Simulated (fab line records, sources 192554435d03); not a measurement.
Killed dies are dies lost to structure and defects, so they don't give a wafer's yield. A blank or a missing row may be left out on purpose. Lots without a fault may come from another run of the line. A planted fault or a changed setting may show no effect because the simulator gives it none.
fab line records | flow n5_finfet
record lots=7 wafers=21
route steps=1938 shown HKMG_FIN@403 GATE_CUT@490 MOL_CONTACT_COAG@596 BEOL_M0_SAQP@638 BEOL_M1@754 BEOL_M2@873
start_h: hours from the record's first day to the start of the lot's first wafer shown | wait_h: hours since the lot's step before | " the same as in the row above | L1.1+2: a row that stands for several wafers | - no value, or no start given | * or withheld: withheld | < > ~ a bound
route shown NAME@n: a module of which the file shows steps, and the number in the route of the first | usual: mean/standard deviation of fault-free wafers | same: alike in all rows | chamber/n: place in a boat | sites: the reading at each site | _std_site: their standard deviation | _edge_site: outer sites' mean less inner sites' | radius_mm: how far each site lies from the wafer's centre | mask NAME#n: copy n | behind: the tool/chamber that last shaped the wafer | hold: why the lot was held/for how many hours/how that ended | device: the transistor (n, p or np) that didn't switch | end of line: the same wafers' tests at the end of the route | a step without rows: its recipe alone | killed: dies lost to structure and defects at the first sort, not the wafer's yield | map: a wafer's dies, x killed, . not, _ none there
set.NAME: the setting as run; set.NAME@STEP: as run at that earlier step | model.NAME: the simulator's own value behind a step, which no gauge read
lots whose settings were changed on purpose; a table a step, a row a wafer
## steps
# step N5_HKMG_FIN_ETCH_55
# recipe chemistry=N2/H2 target=SOC target_depth_a=2400 temp_c=40 time_s=300 ion_energy_ev=200 mask_material=SiARC pressure_mtorr=30 source_w=840 bias_w=150 n2_flow_sccm=200 h2_flow_sccm=200
# usual rf_vpp_V=523.3/2
# columns lot.wafer tool chamber start_h wait_h set.bias_w rf_vpp_V model.SiARC_of_HKMG_FIN_COAT_42.thk_nm
L077.2 rie_diel-06 2 92.68 0.0 150 520.9 21.4
L077.4 " 0 " " 150 523.6 21
L077.5 " 3 " " 126.7 467.8 24
L079.1 rie_diel-06 0 105.94 0.0 150 523.8 20.8
L079.5 " 0 " " 168.1 563.1 18.6
L079.6 " 3 " " 150 521.9 21.2
L082.1 rie_diel-05 1 121.54 0.0 150 523.4 21.4
L082.2 " 3 " " 150 527.1 21.2
L082.5 " 3 " " 150 526.3 21.2
L085.1 rie_diel-01 1 137.20 0.0 150 523.3 21
L085.5 " 2 " " 150 525.5 20.6
L085.6 " 1 " " 150 523.8 21
L089.1 rie_diel-01 1 162.15 0.0 150 523.3 21.2
L089.2 " 2 " " 150 524.5 20.4
L089.6 " 3 " " 139.5 500.0 22.6
L093.4 rie_diel-05 1 187.66 0.0 131.2 481.4 23.4
L093.5 " 3 " " 150 526.0 20.8
L093.6 " 2 " " 131.2 482.9 23.2
L095.1 rie_diel-01 1 198.09 0.0 150 523.5 21.2
L095.2 " 2 " " 150 525.2 20.8
L095.4 " 0 " " 150 521.5 21
# step N5_GATE_CUT_DESCUM_18
# recipe chemistry=O2 time_s=7 source_power_w=50 bias_power_w=20 pressure_mtorr=20 rf_frequency_hz=2.712e+07 temp_c=40 resist=CAR-EUV o2_flow_sccm=225
# columns lot.wafer tool chamber start_h wait_h set.time_s
L077.2+5 rie_diel-03 0,1 104.41 0.0 6.391
L077.4 " 3 " " 7
L079.1+6 rie_diel-02 0,3 117.71 0.1 7.46
L079.5 " 0 " " 7
L082.1+2+5 rie_diel-02 0,3,2 133.35 0.0 7
L085.1+5 rie_diel-02 2 148.81 0.0 7
L085.6 " 3 " " 6.462
L089.1+2+6 rie_diel-02 0,3,1 173.99 0.0 7
L093.4+5+6 rie_diel-02 2,0,3 199.37 0.0 7
L095.1+2+4 rie_diel-04 3,1,1 210.51 0.0 7
# step N5_GATE_CUT_ETCH_28
# recipe chemistry=N2/H2 target=underlayer target_depth_a=130 mask_material=CAR-EUV time_s=10.4 ion_energy_ev=200 pressure_mtorr=30 source_w=840 bias_w=150 n2_flow_sccm=200 h2_flow_sccm=200 ends=cleared
# columns lot.wafer tool chamber start_h wait_h set.time_s@GATE_CUT_DESCUM_18 model.CAR-EUV_of_GATE_CUT_COAT_07.thk_nm
L077.2 rie_diel-03 0 104.45 0.0 6.391 15.4
L077.4 " 3 " " 7 14.6
L077.5 " 1 " " 6.391 15.2
L079.1+6 rie_diel-02 0,3 117.74 0.0 7.46 14.4
L079.5 " 0 " " 7 14.6
L082.1+2+5 rie_diel-02 0,3,2 133.38 0.0 7 14.6
L085.1 rie_diel-02 2 148.84 0.0 7 14.8
L085.5 " 2 " " 7 14.6
L085.6 " 3 " " 6.462 15
L089.1+2+6 rie_diel-02 0,3,1 174.03 0.0 7 14.6
L093.4+5+6 rie_diel-02 2,0,3 199.40 0.0 7 14.6
L095.1 rie_diel-04 3 210.55 0.0 7 14.6
L095.2+4 " 1 " " 7 14.8
# step N5_GATE_CUT_ETCH_36
# recipe chemistry=CF4 target=SiARC target_depth_a=130 mask_material=CAR-EUV time_s=21.7 ion_energy_ev=80 pressure_mtorr=40 source_w=545 bias_w=36 Ar_flow_sccm=100 cf4_flow_sccm=100 ends=cleared
# columns lot.wafer tool chamber start_h wait_h set.time_s@GATE_CUT_DESCUM_18 model.CAR-EUV_of_GATE_CUT_COAT_07.thk_nm
L077.2+5 rie_diel-03 0,1 104.47 0.0 6.391 7.6
L077.4 " 3 " " 7 7
L079.1+6 rie_diel-02 0,3 117.76 0.0 7.46 6.6
L079.5 " 0 " " 7 7
L082.1+2 rie_diel-02 0,3 133.40 0.0 7 7
L082.5 " 2 " " 7 6.8
L085.1 rie_diel-02 2 148.86 0.0 7 7
L085.5 " 2 " " 7 6.8
L085.6 " 3 " " 6.462 7.2
L089.1+2+6 rie_diel-02 0,3,1 174.05 0.0 7 7
L093.4+5 rie_diel-02 2,0 199.42 0.0 7 6.8
L093.6 " 3 " " 7 7
L095.1+2+4 rie_diel-04 3,1,1 210.57 0.0 7 7
# step N5_MOL_CONTACT_COAG_COAT_34
# recipe resist=CAR-EUV spin_rpm=1500 resist_thk_nm=40
# columns lot.wafer tool chamber start_h wait_h set.spin_rpm model.CAR-EUV_of_MOL_CONTACT_COAG_COAT_34.thk_nm
L077.2 litho_track-03 0 - - 1500 40.2
L077.4 " 0 " " 1500 40.4
L077.5 " 0 " " 1644 38.6
L079.1 litho_track-04 0 - - 1547 39.6
L079.5 " 0 " " 1500 40.2
L079.6 " 0 " " 1500 40
L082.1+2+5 litho_track-01 0 - - 1500 40
L085.1 litho_track-03 0 - - 1414 41.2
L085.5 " 0 " " 1500 40
L085.6 " 0 " " 1414 41
L089.1 litho_track-01 0 - - 1335 42.2
L089.2 " 0 " " 1500 39.8
L089.6 " 0 " " 1335 42.4
L093.4 litho_track-01 0 - - 1424 41
L093.5+6 " 0 " " 1500 39.8
L095.1+2+4 litho_track-01 0 - - 1500 40.2
# step N5_MOL_CONTACT_COAG_EBR_36
# recipe solvent=PGMEA ebr_width_mm=1.5
# step N5_MOL_CONTACT_COAG_SOFTBAKE_35
# recipe temp_c=110 time_s=60 resist=CAR-EUV
# step N5_MOL_CONTACT_COAG_EXPOSE_37
# recipe mask_id=VD na=0.33 source_shape=annular sigma_inner=0.3 sigma_outer=0.7 polarization=unpolarized defocus_nm=0 dose_mj=62
# step N5_MOL_CONTACT_COAG_PEB_38
# recipe peb_temp_c=100 peb_time_s=60 resist=CAR-EUV
# step N5_MOL_CONTACT_COAG_DEVELOP_39
# recipe develop_time_s=30 developer=TMAH resist=CAR-EUV rinse_liquid=surfactant_rinse dry=air_spin dev_temp_c=23
# columns lot.wafer tool chamber start_h wait_h set.spin_rpm@MOL_CONTACT_COAG_COAT_34 model.CAR-EUV_of_MOL_CONTACT_COAG_COAT_34.thk_nm
L077.2 litho_track-04 0 - - 1500 39.8
L077.4 " 0 " " 1500 40
L077.5 " 0 " " 1644 38
L079.1 litho_track-04 0 - - 1547 39.2
L079.5 " 0 " " 1500 39.8
L079.6 " 0 " " 1500 39.6
L082.1+2 litho_track-04 0 - - 1500 39.6
L082.5 " 0 " " 1500 39.4
L085.1+6 litho_track-04 0 - - 1414 40.6
L085.5 " 0 " " 1500 39.6
L089.1 litho_track-01 0 - - 1335 41.8
L089.2 " 0 " " 1500 39.4
L089.6 " 0 " " 1335 42
L093.4 litho_track-01 0 - - 1424 40.6
L093.5+6 " 0 " " 1500 39.4
L095.1 litho_track-01 0 - - 1500 39.6
L095.2+4 " 0 " " 1500 39.8
# step N5_BEOL_M0_SAQP_PECVD_04
# recipe material=a-Si target_thk_a=600 temp_c=350 precursor=SiH4/He pressure_torr=3 rf_w=100 time_s=60.2
# columns lot.wafer tool chamber start_h wait_h set.time_s model.a-Si_of_BEOL_M0_SAQP_PECVD_04.thk_nm
L077.2 pecvd-03 1 127.29 0.0 65.37 65.4
L077.4 " 2 " " 60.2 60.6
L077.5 " 1 " " 60.2 62.2
L079.1 pecvd-03 0 139.32 0.0 60.2 60.4
L079.5 " 1 " " 55.21 56.2
L079.6 " 2 " " 60.2 61
L082.1 pecvd-03 2 153.48 0.0 60.2 59.6
L082.2 " 0 " " 60.2 59.8
L082.5 " 2 " " 60.2 60.6
L085.1 pecvd-01 2 173.21 0.0 65.14 64.6
L085.5 " 0 " " 60.2 60
L085.6 " 1 " " 60.2 60.4
L089.1 pecvd-03 2 196.47 0.0 64.95 65
L089.2 " 1 " " 60.2 59.6
L089.6 " 1 " " 64.95 65.6
L093.4 pecvd-03 0 220.12 0.0 52.8 54.2
L093.5 " 1 " " 60.2 60.6
L093.6 " 2 " " 52.8 53.6
L095.1 pecvd-01 2 238.76 0.0 60.2 59.4
L095.2 " 1 " " 51.91 50.4
L095.4 " 1 " " 51.91 51.8
# step N5_BEOL_M0_SAQP_THK_MEAS_05
# usual thk_nm=60.1/0.78
# columns lot.wafer tool chamber start_h wait_h set.time_s@BEOL_M0_SAQP_PECVD_04 thk_nm
L077.2 film_metro-01 - 127.38 0.1 65.37 65.5
L077.4 " - " " 60.2 60.5
L077.5 " - " " 60.2 62.1
L079.1 film_metro-01 - 139.42 0.1 60.2 60.4
L079.5 " - " " 55.21 56.1
L079.6 " - " " 60.2 61.0
L082.1 film_metro-02 - 153.57 0.1 60.2 59.7
L082.2 " - " " 60.2 59.9
L082.5 " - " " 60.2 60.5
L085.1 film_metro-02 - 173.30 0.1 65.14 64.6
L085.5 " - " " 60.2 59.9
L085.6 " - " " 60.2 60.5
L089.1 film_metro-01 - 196.58 0.1 64.95 64.9
L089.2 " - " " 60.2 59.5
L089.6 " - " " 64.95 65.6
L093.4 film_metro-01 - 220.19 0.0 52.8 54.2
L093.5 " - " " 60.2 60.6
L093.6 " - " " 52.8 53.6
L095.1 film_metro-01 - 238.86 0.1 60.2 59.5
L095.2 " - " " 51.91 50.4
L095.4 " - " " 51.91 51.8
# step N5_BEOL_M0_SAQP_DEVELOP_13
# recipe develop_time_s=30 developer=TMAH resist=CAR-ArF dev_temp_c=23 rinse_liquid=diw dry=air_spin
# columns lot.wafer tool chamber start_h wait_h set.develop_time_s
L077.2 litho_track-02 0 - - 30
L077.4+5 " 0 " " 24.99
L079.1+5 litho_track-05 0 - - 30
L079.6 " 0 " " 35.63
L082.1+2+5 litho_track-05 0 - - 30
L085.1+5+6 litho_track-05 0 - - 30
L089.1+2+6 litho_track-02 0 - - 30
L093.4+5+6 litho_track-05 0 - - 30
L095.1 litho_track-03 0 - - 33.34
L095.2+4 " 0 " " 30
# step N5_BEOL_M0_SAQP_HM_OPEN_112
# recipe chemistry=CHF3/O2 target=SiO2 stop_on=a-Si target_depth_a=120 over_etch_frac=1.25 mask_material=SOC time_s=13.5 pressure_mtorr=30 source_w=650 bias_w=170 Ar_flow_sccm=200 CHF3_flow_sccm=50 O2_flow_sccm=5 ion_energy_ev=200 ends=end_point
# step N5_BEOL_M0_SAQP_STRIP_113
# recipe chemistry=CHF3/O2 resist=SiARC rf_frequency_hz=6e+07
# step N5_BEOL_M0_SAQP_MANDREL_ETCH_20
# recipe target_depth_a=600 chemistry=HBr/Cl2 target=a-Si stop_on=SiNx bt_time_s=10 mask_material=SOC over_etch_frac=0.5 time_s=30 pressure_mtorr=10 icp_w=800 bias_w=75 HBr_flow_sccm=150 Cl2_flow_sccm=80 ends=end_point
# usual oes_product_au=0.777/0.012
# columns lot.wafer tool chamber start_h wait_h set.time_s@BEOL_M0_SAQP_PECVD_04 oes_product_au model.etch.depth_nm
L077.2 rie_si-02 2 128.23 0.0 65.37 0.822 65.48
L077.4 " 3 " " 60.2 0.770 60.51
L077.5 " 2 " " 60.2 0.790 62.14
L079.1 rie_si-02 0 140.14 0.0 60.2 0.780 60.38
L079.5 " 1 " " 55.21 0.743 56.12
L079.6 " 2 " " 60.2 0.779 60.9
L082.1 rie_si-02 3 154.59 0.0 60.2 0.760 59.7
L082.2 " 2 " " 60.2 0.771 59.83
L082.5 " 3 " " 60.2 0.772 60.54
L085.1 rie_si-06 2 174.15 0.0 65.14 0.810 64.54
L085.5 " 2 " " 60.2 0.771 59.9
L085.6 " 1 " " 60.2 0.768 60.37
L089.1 rie_si-06 3 197.43 0.0 64.95 0.799 64.8
L089.2 " 1 " " 60.2 0.758 59.56
L089.6 " 2 " " 64.95 0.822 65.54
L093.4 rie_si-02 3 221.07 0.1 52.8 0.749 54.16
L093.5 " 2 " " 60.2 0.779 60.67
L093.6 " 1 " " 52.8 0.728 53.4
L095.1 rie_si-05 2 239.58 0.0 60.2 0.790 59.47
L095.2 " 0 " " 51.91 0.711 50.37
L095.4 " 1 " " 51.91 0.718 51.79
# step N5_BEOL_M0_SAQP_ETCH_88
# recipe chemistry=N2/H2 target=underlayer target_depth_a=65 time_s=5.2 ion_energy_ev=200 mask_material=CAR-EUV pressure_mtorr=30 source_w=840 bias_w=150 n2_flow_sccm=200 h2_flow_sccm=200 ends=cleared
# usual etch_rf_on_time_s=5.22/0.12 rf_vpp_V=523.5/2.8
# columns lot.wafer tool chamber start_h wait_h set.source_w etch_rf_on_time_s rf_vpp_V
L077.2 rie_diel-03 3 132.80 0.0 767.6 5.71 543.3
L077.4 " 2 " " 767.6 5.70 535.8
L077.5 " 0 " " 840 5.29 521.4
L079.1 rie_diel-03 1 145.68 0.0 840 5.08 525.2
L079.5 " 2 " " 840 5.22 521.5
L079.6 " 1 " " 840 5.15 523.9
L082.1 rie_diel-02 3 158.31 0.0 840 4.94 520.9
L082.2 " 1 " " 840 5.21 520.7
L082.5 " 3 " " 840 4.93 518.7
L085.1 rie_diel-04 2 177.90 0.0 840 5.25 523.0
L085.5 " 3 " " 840 5.38 528.8
L085.6 " 2 " " 840 5.23 523.4
L089.1 rie_diel-03 2 201.14 0.0 840 5.16 521.1
L089.2 " 1 " " 800.8 5.38 533.6
L089.6 " 0 " " 800.8 5.44 529.9
L093.4 rie_diel-04 0 224.62 0.0 840 5.30 517.6
L093.5 " 0 " " 840 5.36 519.5
L093.6 " 3 " " 840 5.31 527.4
L095.1 rie_diel-03 2 244.02 0.0 840 5.21 521.0
L095.2 " 1 " " 840 5.10 523.2
L095.4 " 3 " " 771.5 5.64 541.6
# step N5_BEOL_M0_SAQP_CUT_ETCH_46
# recipe chemistry=N2/H2 target=SOC target_depth_a=1350 overetch_a=270 temp_c=40 time_s=202.5 ion_energy_ev=200 mask_material=SiARC pressure_mtorr=30 source_w=840 bias_w=150 n2_flow_sccm=200 h2_flow_sccm=200
# usual rf_vpp_V=523.6/2.3
# columns lot.wafer tool chamber start_h wait_h set.source_w rf_vpp_V
L077.2 rie_diel-03 3 132.85 0.0 840 526.0
L077.4 " 2 " " 840 521.0
L077.5 " 0 " " 840 520.8
L079.1 rie_diel-03 1 145.73 0.0 840 524.3
L079.5 " 2 " " 957.4 499.1
L079.6 " 1 " " 840 523.9
L082.1 rie_diel-02 3 158.36 0.0 840 520.9
L082.2 " 1 " " 840 523.5
L082.5 " 3 " " 840 522.2
L085.1 rie_diel-04 2 177.95 0.0 780.7 536.3
L085.5 " 3 " " 780.7 541.0
L085.6 " 2 " " 840 523.0
L089.1 rie_diel-03 2 201.19 0.0 921.9 504.1
L089.2 " 1 " " 840 523.5
L089.6 " 0 " " 921.9 506.0
L093.4 rie_diel-04 0 224.67 0.0 840 518.6
L093.5 " 0 " " 840 520.2
L093.6 " 3 " " 840 527.7
L095.1 rie_diel-03 2 244.06 0.0 840 520.4
L095.2 " 1 " " 840 524.2
L095.4 " 3 " " 840 527.0
# step N5_BEOL_M1_HM_DEP_02
# recipe material=TiN target_thk_a=200 temp_c=25 chamber_pressure_pa=0.49996
# columns lot.wafer tool chamber start_h wait_h set.target_thk_a model.TiN_of_BEOL_M1_HM_DEP_02.thk_nm
L077.2 pvd_sputter-03 - 141.45 1.6 200 19.8
L077.4 " - " " 213.3 20.8
L077.5 " - " " 200 19.6
L079.1 pvd_sputter-03 - 155.66 0.6 187.1 18.6
L079.5 " - " " 200 20.2
L079.6 " - " " 200 20
L082.1+2+5 pvd_sputter-03 - 167.08 0.0 200 20
L085.1+5 pvd_sputter-03 - 184.80 0.2 173.8 17.2
L085.6 " - " " 200 19.8
L089.1+2 pvd_sputter-02 - 210.91 1.7 200 19.8
L089.6 " - " " 218.9 21.6
L093.4+5 pvd_sputter-01 - 233.70 0.8 193.1 19.2
L093.6 " - " " 200 20
L095.1+4 pvd_sputter-02 - 251.28 0.2 200 19.8
L095.2 " - " " 200 19.6
# step N5_BEOL_M1_COAT_61
# recipe resist=SOC temp_c=250 time_s=60 spin_rpm=1500 resist_thk_nm=60
# step N5_BEOL_M1_COAT_62
# recipe resist=SiARC temp_c=220 time_s=60 spin_rpm=1500 resist_thk_nm=12
# step N5_BEOL_M1_STRIP_75
# recipe chemistry=N2/H2 temp_c=40 n2_flow_sccm=200 h2_flow_sccm=200 rf_frequency_hz=6e+07
# step N5_BEOL_M1_STRIP_66
# recipe chemistry=CF4 resist=SiARC power_w=300 bias_power_w=75 pressure_mtorr=50 cf4_flow_sccm=150 rf_frequency_hz=6e+07
# step N5_BEOL_M1_HM_OPEN_17
# recipe chemistry=Cl2/BCl3 target_depth_a=200 overetch_a=60 target=TiN mask_material=SOC ion_energy_ev=150 pressure_mtorr=10 icp_w=1000 bias_w=126 Cl2_flow_sccm=53.25 bcl3_flow_sccm=21.75 Ar_flow_sccm=25
# columns lot.wafer tool chamber start_h wait_h set.target_thk_a@BEOL_M1_HM_DEP_02 model.etch.depth_nm
L077.2 rie_metal-03 1 142.73 0.0 200 19.83
L077.4 " 0 " " 213.3 20.88
L077.5 " 0 " " 200 19.61
L079.1 rie_metal-03 1 156.44 0.0 187.1 18.57
L079.5 " 0 " " 200 20.16
L079.6 " 1 " " 200 20.06
L082.1 rie_metal-03 1 167.97 0.0 200 19.93
L082.2 " 0 " " 200 20.1
L082.5 " 1 " " 200 19.94
L085.1 rie_metal-01 1 185.58 0.0 173.8 17.18
L085.5 " 0 " " 173.8 17.27
L085.6 " 1 " " 200 19.88
L089.1 rie_metal-02 1 211.67 0.0 200 19.71
L089.2 " 0 " " 200 19.77
L089.6 " 1 " " 218.9 21.54
L093.4 rie_metal-01 1 234.49 0.1 193.1 19.3
L093.5 " 0 " " 193.1 19.28
L093.6 " 1 " " 200 19.91
L095.1 rie_metal-02 1 252.19 0.0 200 19.75
L095.2 " 0 " " 200 19.66
L095.4 " 1 " " 200 19.88
# step N5_BEOL_M2_EXPOSE_25
# recipe mask_id=V1 na=0.33 source_shape=quasar sigma_inner=0.2 sigma_outer=0.8 polarization=unpolarized defocus_nm=5 dose_mj=63
# columns lot.wafer tool chamber start_h wait_h mask set.dose_mj
L077.2 euv_scanner-02 0 154.37 - V1#0 67.63
L077.4+5 " 0 " " V1#0 63
L079.1+5+6 euv_scanner-01 0 165.07 - V1#0 63
L082.1+2+5 euv_scanner-01 0 183.66 - V1#0 63
L085.1+5+6 euv_scanner-01 0 199.54 - V1#0 63
L089.1+6 euv_scanner-01 0 224.27 - V1#0 63
L089.2 " 0 " " V1#0 64.53
L093.4+6 euv_scanner-02 0 247.58 - V1#0 63
L093.5 " 0 " " V1#0 61.32
L095.1+2+4 euv_scanner-01 0 269.34 - V1#0 63
# step N5_BEOL_M2_PEB_26
# recipe peb_temp_c=100 peb_time_s=60 resist=CAR-EUV
# step N5_BEOL_M2_DEVELOP_27
# recipe develop_time_s=30 developer=TMAH resist=CAR-EUV rinse_liquid=surfactant_rinse dry=air_spin dev_temp_c=23
# step N5_BEOL_M2_CD_MEAS_28
# recipe target_cd_nm=26.2 landing_energy_ev=500 detector=se_inlens target_cd_y_nm=24.1 polarity=opening
# usual cd_nm=26.22/0.24
# columns lot.wafer tool chamber start_h wait_h set.dose_mj@BEOL_M2_EXPOSE_25 cd_nm
L077.2 cd_sem-01 0 154.51 - 67.63 27.60
L077.4 " 0 " " 63 26.57
L077.5 " 0 " " 63 26.25
L079.1 cd_sem-01 0 165.21 - 63 26.25
L079.5 " 0 " " 63 26.52
L079.6 " 0 " " 63 26.35
L082.1 cd_sem-01 0 183.81 - 63 26.43
L082.2 " 0 " " 63 26.11
L082.5 " 0 " " 63 26.15
L085.1 cd_sem-01 0 199.69 - 63 26.03
L085.5 " 0 " " 63 26.04
L085.6 " 0 " " 63 25.83
L089.1 cd_sem-01 0 224.42 - 63 26.14
L089.2 " 0 " " 64.53 26.50
L089.6 " 0 " " 63 26.18
L093.4 cd_sem-03 0 247.70 - 63 26.35
L093.5 " 0 " " 61.32 26.06
L093.6 " 0 " " 63 26.25
L095.1 cd_sem-02 0 269.49 - 63 26.40
L095.2 " 0 " " 63 26.37
L095.4 " 0 " " 63 26.29
## key
split step=N5_HKMG_FIN_ETCH_55 setting=bias_w stated=150 by=wafer
response step=N5_HKMG_FIN_ETCH_55 reading=rf_vpp_V change=+3.46 per=1% r=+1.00
response step=N5_HKMG_FIN_ETCH_55 reading=model.SiARC_of_HKMG_FIN_COAT_42.thk_nm change=-0.196 per=1% r=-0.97
split step=N5_GATE_CUT_DESCUM_18 setting=time_s stated=7 by=wafer
response step=N5_GATE_CUT_ETCH_28 reading=model.CAR-EUV_of_GATE_CUT_COAT_07.thk_nm change=-0.0546 per=1% r=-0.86
response step=N5_GATE_CUT_ETCH_36 reading=model.CAR-EUV_of_GATE_CUT_COAT_07.thk_nm change=-0.0571 per=1% r=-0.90
split step=N5_MOL_CONTACT_COAG_COAT_34 setting=spin_rpm stated=1500 by=wafer
response step=N5_MOL_CONTACT_COAG_COAT_34 reading=model.CAR-EUV_of_MOL_CONTACT_COAG_COAT_34.thk_nm change=-0.205 per=1% r=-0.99
response step=N5_MOL_CONTACT_COAG_DEVELOP_39 reading=model.CAR-EUV_of_MOL_CONTACT_COAG_COAT_34.thk_nm change=-0.21 per=1% r=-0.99
split step=N5_BEOL_M0_SAQP_PECVD_04 setting=time_s stated=60.2 by=wafer
response step=N5_BEOL_M0_SAQP_PECVD_04 reading=model.a-Si_of_BEOL_M0_SAQP_PECVD_04.thk_nm change=+0.57 per=1% r=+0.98
response step=N5_BEOL_M0_SAQP_THK_MEAS_05 reading=thk_nm change=* per=1% r=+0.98
response step=N5_BEOL_M0_SAQP_MANDREL_ETCH_20 reading=oes_product_au change=+0.0048 per=1% r=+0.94
response step=N5_BEOL_M0_SAQP_MANDREL_ETCH_20 reading=model.etch.depth_nm change=+0.577 per=1% r=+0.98
split step=N5_BEOL_M0_SAQP_DEVELOP_13 setting=develop_time_s stated=30 by=wafer
response none clear
split step=N5_BEOL_M0_SAQP_ETCH_88 setting=source_w stated=840 by=wafer
response step=N5_BEOL_M0_SAQP_ETCH_88 reading=etch_rf_on_time_s change=* per=1% r=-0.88
response step=N5_BEOL_M0_SAQP_ETCH_88 reading=rf_vpp_V change=-2.25 per=1% r=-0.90
split step=N5_BEOL_M0_SAQP_CUT_ETCH_46 setting=source_w stated=840 by=wafer
response step=N5_BEOL_M0_SAQP_CUT_ETCH_46 reading=rf_vpp_V change=-1.88 per=1% r=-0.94
split step=N5_BEOL_M1_HM_DEP_02 setting=target_thk_a stated=200 by=wafer
response step=N5_BEOL_M1_HM_DEP_02 reading=model.TiN_of_BEOL_M1_HM_DEP_02.thk_nm change=+0.197 per=1% r=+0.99
response step=N5_BEOL_M1_HM_OPEN_17 reading=model.etch.depth_nm change=+0.199 per=1% r=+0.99
split step=N5_BEOL_M2_EXPOSE_25 setting=dose_mj stated=63 by=wafer
response step=N5_BEOL_M2_CD_MEAS_28 reading=cd_nm change=+0.152 per=1% r=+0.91
